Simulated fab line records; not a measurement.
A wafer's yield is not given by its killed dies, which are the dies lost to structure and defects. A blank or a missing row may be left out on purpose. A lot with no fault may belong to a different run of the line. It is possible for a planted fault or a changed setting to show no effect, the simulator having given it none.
Matching of chambers / flow n5Finfet / N5_BEOL_M0_SAQP_MANDREL_ETCH_20 on rieSi-03 has 4 sister chambers
The step etches a-Si in HBr/Cl2, stops on SiNx, target depth 60 nm, bt time 10 s, time 30 s. 22 wafers are shown with their chamber, then 11 later ones without.

## EACH WAFER AND ITS CHAMBER
wafer=L078.4; chamber=0; drypumpMotorCurrentA (A)=5.87; throttleValvePct (%)=35.33; oesProductAu (a.u.)=0.779
wafer=L078.5; chamber=0; drypumpMotorCurrentA (A)=5.86; throttleValvePct (%)=35.35; oesProductAu (a.u.)=0.771
wafer=L078.6; chamber=1; drypumpMotorCurrentA (A)=5.36; throttleValvePct (%)=35.45; oesProductAu (a.u.)=0.793
wafer=L079.2; chamber=3; drypumpMotorCurrentA (A)=5.78; throttleValvePct (%)=35.70; oesProductAu (a.u.)=0.779
wafer=L079.3; chamber=0; drypumpMotorCurrentA (A)=5.89; throttleValvePct (%)=35.36; oesProductAu (a.u.)=0.777
wafer=L079.6; chamber=3; drypumpMotorCurrentA (A)=5.79; throttleValvePct (%)=35.70; oesProductAu (a.u.)=0.769
wafer=L081.1; chamber=0; drypumpMotorCurrentA (A)=5.87; throttleValvePct (%)=35.36; oesProductAu (a.u.)=0.771
wafer=L081.3; chamber=2; drypumpMotorCurrentA (A)=5.61; throttleValvePct (%)=35.76; oesProductAu (a.u.)=0.767
wafer=L081.6; chamber=1; drypumpMotorCurrentA (A)=5.36; throttleValvePct (%)=35.46; oesProductAu (a.u.)=0.785
wafer=L082.1; chamber=1; drypumpMotorCurrentA (A)=5.38; throttleValvePct (%)=35.51; oesProductAu (a.u.)=0.771
wafer=L082.4; chamber=2; drypumpMotorCurrentA (A)=5.63; throttleValvePct (%)=35.76; oesProductAu (a.u.)=0.765
wafer=L082.6; chamber=2; drypumpMotorCurrentA (A)=5.61; throttleValvePct (%)=35.78; oesProductAu (a.u.)=0.770
wafer=L083.1; chamber=1; drypumpMotorCurrentA (A)=5.37; throttleValvePct (%)=35.49; oesProductAu (a.u.)=0.783
wafer=L083.3; chamber=2; drypumpMotorCurrentA (A)=5.62; throttleValvePct (%)=35.78; oesProductAu (a.u.)=0.765
wafer=L083.4; chamber=0; drypumpMotorCurrentA (A)=5.86; throttleValvePct (%)=35.34; oesProductAu (a.u.)=0.784
wafer=L086.2; chamber=2; drypumpMotorCurrentA (A)=5.61; throttleValvePct (%)=35.78; oesProductAu (a.u.)=0.766
wafer=L086.4; chamber=0; drypumpMotorCurrentA (A)=5.86; throttleValvePct (%)=35.32; oesProductAu (a.u.)=0.779
wafer=L086.5; chamber=3; drypumpMotorCurrentA (A)=5.78; throttleValvePct (%)=35.69; oesProductAu (a.u.)=0.777
wafer=L090.1; chamber=2; drypumpMotorCurrentA (A)=5.61; throttleValvePct (%)=35.77; oesProductAu (a.u.)=0.769
wafer=L090.2; chamber=3; drypumpMotorCurrentA (A)=5.78; throttleValvePct (%)=35.70; oesProductAu (a.u.)=0.770
wafer=L090.6; chamber=2; drypumpMotorCurrentA (A)=5.61; throttleValvePct (%)=35.76; oesProductAu (a.u.)=0.771
wafer=L091.1; chamber=3; drypumpMotorCurrentA (A)=5.79; throttleValvePct (%)=35.71; oesProductAu (a.u.)=0.768

SIGNATURES (means of the wafers above)
reading=drypumpMotorCurrentA; chamber 0=5.8683; chamber 1=5.3675; chamber 2=5.6143; chamber 3=5.7840; scatter within a chamber=0.00897
reading=throttleValvePct; chamber 0=35.3433; chamber 1=35.4775; chamber 2=35.7700; chamber 3=35.7000; scatter within a chamber=0.0156
reading=oesProductAu; chamber 0=0.77683; chamber 1=0.78300; chamber 2=0.76757; chamber 3=0.77260; scatter within a chamber=0.00534
Rule: for a wafer and a chamber, the distance is found by dividing, reading by reading, the gap between the wafer's reading and the chamber's mean by the reading's scatter, squaring, summing and taking the root. If the next closest chamber is less than 2 further off than the closest, the wafer can't be placed; otherwise it belongs to the closest. The scatter is the square root of a quotient: the sum, over the shown wafers, of each reading's squared deviation from its chamber's mean, divided by wafers minus chambers.

## WAFERS MISSING THEIR CHAMBER
wafer=L091.2; drypumpMotorCurrentA (A)=5.38; throttleValvePct (%)=35.43; oesProductAu (a.u.)=0.769
wafer=L091.3; drypumpMotorCurrentA (A)=5.88; throttleValvePct (%)=35.35; oesProductAu (a.u.)=0.768
wafer=L093.1; drypumpMotorCurrentA (A)=5.81; throttleValvePct (%)=35.70; oesProductAu (a.u.)=0.780
wafer=L093.2; drypumpMotorCurrentA (A)=5.84; throttleValvePct (%)=35.34; oesProductAu (a.u.)=0.777
wafer=L093.6; drypumpMotorCurrentA (A)=5.79; throttleValvePct (%)=35.69; oesProductAu (a.u.)=0.787
wafer=L096.2; drypumpMotorCurrentA (A)=5.79; throttleValvePct (%)=35.71; oesProductAu (a.u.)=0.766
wafer=L096.5; drypumpMotorCurrentA (A)=5.77; throttleValvePct (%)=35.72; oesProductAu (a.u.)=0.768
wafer=L096.6; drypumpMotorCurrentA (A)=5.61; throttleValvePct (%)=35.77; oesProductAu (a.u.)=0.766
wafer=L097.4; drypumpMotorCurrentA (A)=5.58; throttleValvePct (%)=35.76; oesProductAu (a.u.)=0.773
wafer=L097.5; drypumpMotorCurrentA (A)=5.77; throttleValvePct (%)=35.70; oesProductAu (a.u.)=0.778
wafer=L097.6; drypumpMotorCurrentA (A)=5.87; throttleValvePct (%)=35.34; oesProductAu (a.u.)=0.773

## THE CHAMBER EACH PASSED THROUGH
wafer=L091.2; from the rows above=1; in truth=1
wafer=L091.3; from the rows above=0; in truth=0
wafer=L093.1; from the rows above=3; in truth=3
wafer=L093.2; from the rows above=0; in truth=0
wafer=L093.6; from the rows above=3; in truth=3
wafer=L096.2; from the rows above=3; in truth=3
wafer=L096.5; from the rows above=3; in truth=3
wafer=L096.6; from the rows above=2; in truth=2
wafer=L097.4; from the rows above=2; in truth=2
wafer=L097.5; from the rows above=3; in truth=3
wafer=L097.6; from the rows above=0; in truth=0
11 of 11 placed correctly. Can't be placed from these rows: 0. 0 placed wrongly.
